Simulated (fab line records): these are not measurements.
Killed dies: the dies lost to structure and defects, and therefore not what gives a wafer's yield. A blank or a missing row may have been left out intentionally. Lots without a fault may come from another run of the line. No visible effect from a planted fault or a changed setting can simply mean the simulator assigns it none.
Which tool did it? -- flow nand harc -- 15 lots with 45 wafers sampled at 4 steps, on a route of 1302 steps

## WHAT THE GAUGES SHOWED, per wafer
The record holds no reading of a measuring or inspecting step that can be judged against a usual standard deviation.

## WHAT TOOL EACH LOT RAN ON (gives the tool, then ch and the chambers of the sampled wafers, and finally the start)
lot,NHARC_P_GATE_DEVELOP_90,NHARC_P_GATE_STRIP_113,NHARC_P_GATE_STRIP_95,NHARC_P_CONTACT_CMP_01
L678,"litho track-03 ch 0, day 5 22:00","plasma asher-01 ch 0,1, day 5 23:01","plasma asher-01 ch 0,1, day 5 23:44","cmp-04 ch 0,1,3, day 6 02:24"
L677,"litho track-05 ch 0, day 5 22:00","plasma asher-02 ch 0,1, day 5 23:25","plasma asher-02 ch 0,1, day 6 00:08","cmp-03 ch 0,1,2, day 6 02:46"
L679,"litho track-03 ch 0, day 6 09:00","plasma asher-01 ch 0,1, day 6 10:36","plasma asher-01 ch 0,1, day 6 11:13","cmp-02 ch 0,1, day 6 13:48"
L680,"litho track-05 ch 0, day 7 01:00","plasma asher-02 ch 0, day 7 02:05","plasma asher-02 ch 0, day 7 02:48","cmp-02 ch 1,3, day 7 05:38"
L681,"litho track-02 ch 0, day 7 12:00","plasma asher-01 ch 0,1, day 7 13:06","plasma asher-01 ch 0,1, day 7 13:37","cmp-04 ch 0,3, day 7 16:26"
L682,"litho track-05 ch 0, day 7 16:00","plasma asher-02 ch 0, day 7 17:19","plasma asher-02 ch 0, day 7 17:55","cmp-04 ch 0,1,2, day 7 20:40"
L684,"litho track-05 ch 0, day 8 13:00","plasma asher-02 ch 0,1, day 8 13:47","plasma asher-02 ch 0,1, day 8 14:30","cmp-04 ch 0,2,3, day 8 17:09"
L685,"litho track-02, day 9 00:00","plasma asher-01 ch 0,1, day 9 01:37","plasma asher-01 ch 0,1, day 9 02:19","cmp-02 ch 1,3, day 9 04:56"
L686,"litho track-05, day 9 05:00","plasma asher-01 ch 0,1, day 9 05:46","plasma asher-01 ch 0,1, day 9 06:30","cmp-02 ch 1,2, day 9 09:09"
L687,"litho track-05, day 10 00:00","plasma asher-02 ch 0,1, day 10 01:27","plasma asher-02 ch 0,1, day 10 01:56","cmp-04 ch 0,1, day 10 04:34"
L695,"litho track-02 ch 0, day 13 05:00","plasma asher-01 ch 0,1, day 13 06:14","plasma asher-01 ch 0,1, day 13 06:50","cmp-02 ch 0,1,3, day 13 09:26"
L696,"litho track-02 ch 0, day 13 17:00","plasma asher-01 ch 0,1, day 13 17:52","plasma asher-01 ch 0,1, day 13 18:29","cmp-03 ch 0,1, day 13 21:19"
L697,"litho track-02 ch 0, day 14 09:00","plasma asher-02 ch 0,1, day 14 10:19","plasma asher-02 ch 0,1, day 14 11:02","cmp-02 ch 0,1,3, day 14 13:37"
L699,"litho track-05 ch 0, day 15 02:00","plasma asher-01 ch 0,1, day 15 03:28","plasma asher-01 ch 0,1, day 15 04:10","cmp-02 ch 2,3, day 15 06:49"
L700,"litho track-02 ch 0, day 15 05:00","plasma asher-02 ch 0,1, day 15 06:59","plasma asher-02 ch 0,1, day 15 07:29","cmp-04 ch 0,2,3, day 15 10:05"
- NHARC_P_GATE_DEVELOP_90: time 70 s.
- NHARC_P_GATE_STRIP_113: strips in N2/H2, time 740 s.
- NHARC_P_GATE_STRIP_95: strips in O2.
- NHARC_P_CONTACT_CMP_01: polishes SiO2, target thk 200 nm.

## WHAT THE TOOLS THEMSELVES READ (means of the sampled wafers that have a number; where no wafer has one, the mark that the record gives instead)
NHARC_P_GATE_DEVELOP_90. Usual: chill plate temp C 23.01 C, standard deviation 0.1; exhaust pa 45.1 Pa, standard deviation 0.96.
lot,tool,chill plate temp C (C),exhaust pa (Pa),flag
L678,litho track-03,22.96,45.1,
L677,litho track-05,22.97,45.2,
L679,litho track-03,23.04,44.2,
L680,litho track-05,23.09,44.6,
L681,litho track-02,23.01,44.8,
L682,litho track-05,22.98,46.1,
L684,litho track-05,23.12,44.2,
L685,litho track-02,-,-,OFF
L686,litho track-05,-,-,OFF
L687,litho track-05,-,-,OFF
L695,litho track-02,23.05,46.0,
L696,litho track-02,23.06,45.8,
L697,litho track-02,23.11,43.3,
L699,litho track-05,22.99,45.4,
L700,litho track-02,22.98,45.3,

NHARC_P_GATE_STRIP_113. Usual: drypump motor current A 5.7 A, standard deviation 0.77; heater power w 95 W, standard deviation 7.7; temp c 109.98 C, standard deviation 0.13.
lot,tool,drypump motor current A (A),heater power w (W),temp c (C),flag
L678,plasma asher-01,6.0,103,109.96,
L677,plasma asher-02,5.3,89,109.89,
L679,plasma asher-01,5.7,104,109.98,
L680,plasma asher-02,4.7,90,110.00,
L681,plasma asher-01,6.0,104,109.89,
L682,plasma asher-02,4.7,91,110.02,
L684,plasma asher-02,5.3,88,110.03,
L685,plasma asher-01,5.7,101,109.91,
L686,plasma asher-01,6.0,102,109.89,
L687,plasma asher-02,5.3,88,110.08,
L695,plasma asher-01,6.0,104,109.99,
L696,plasma asher-01,5.7,101,109.88,
L697,plasma asher-02,6.0,87,109.98,
L699,plasma asher-01,6.0,103,110.13,
L700,plasma asher-02,5.3,91,109.99,

NHARC_P_GATE_STRIP_95. Usual: drypump motor current A 5.7 A, standard deviation 0.77; heater power w 356 W, standard deviation 29; temp c 249.99 C, standard deviation 0.18.
lot,tool,drypump motor current A (A),heater power w (W),temp c (C),flag
L678,plasma asher-01,6.1,384,250.10,
L677,plasma asher-02,5.3,326,249.69,
L679,plasma asher-01,5.7,388,250.11,
L680,plasma asher-02,4.7,339,250.15,
L681,plasma asher-01,6.1,384,250.04,
L682,plasma asher-02,4.7,334,250.02,
L684,plasma asher-02,5.3,334,249.92,
L685,plasma asher-01,5.7,381,249.98,
L686,plasma asher-01,6.0,385,250.05,
L687,plasma asher-02,5.3,335,250.31,
L695,plasma asher-01,6.0,382,249.97,
L696,plasma asher-01,5.7,383,250.08,
L697,plasma asher-02,6.0,331,249.84,
L699,plasma asher-01,6.0,379,249.97,
L700,plasma asher-02,5.3,340,250.01,

NHARC_P_CONTACT_CMP_01. Usual: 11.6 A for motor current A, sd 1.8.
lot,tool,motor current A (A),flag
L678,cmp-04,12.3,
L677,cmp-03,11.4,
L679,cmp-02,10.3,
L680,cmp-02,10.9,
L681,cmp-04,10.4,
L682,cmp-04,11.8,
L684,cmp-04,11.0,
L685,cmp-02,11.3,
L686,cmp-02,11.4,
L687,cmp-04,13.1,
L695,cmp-02,10.8,
L696,cmp-03,12.3,
L697,cmp-02,10.5,
L699,cmp-02,13.2,
L700,cmp-04,10.9,

## THE ANSWER, worked out from the rows above alone
Rule: take the mean of a lot's wafers that have a number; if it is more than 3 standard deviations from the usual mean, the lot is off. Also off: a lot with no number at a reading for which 4 or more lots have one. The other lots that the step has rows for count as sound. First the gauges in route order, then the tools' own readings, where a lot's mean is used as printed above. The first step at which some lot is off is used, and at that step the reading that is off furthest; a lot without a number counts as furthest.
Off at NHARC_P_GATE_DEVELOP_90 (chill plate temp C): L685, L686, L687. Without a number there: L685, L686, L687.
A tool fits if, at that step or a process step before it, it ran every lot that is off, and no sound lot after the first of them. Not one of the candidates tried fits.

## WHAT THE SIMULATOR HAD INSERTED
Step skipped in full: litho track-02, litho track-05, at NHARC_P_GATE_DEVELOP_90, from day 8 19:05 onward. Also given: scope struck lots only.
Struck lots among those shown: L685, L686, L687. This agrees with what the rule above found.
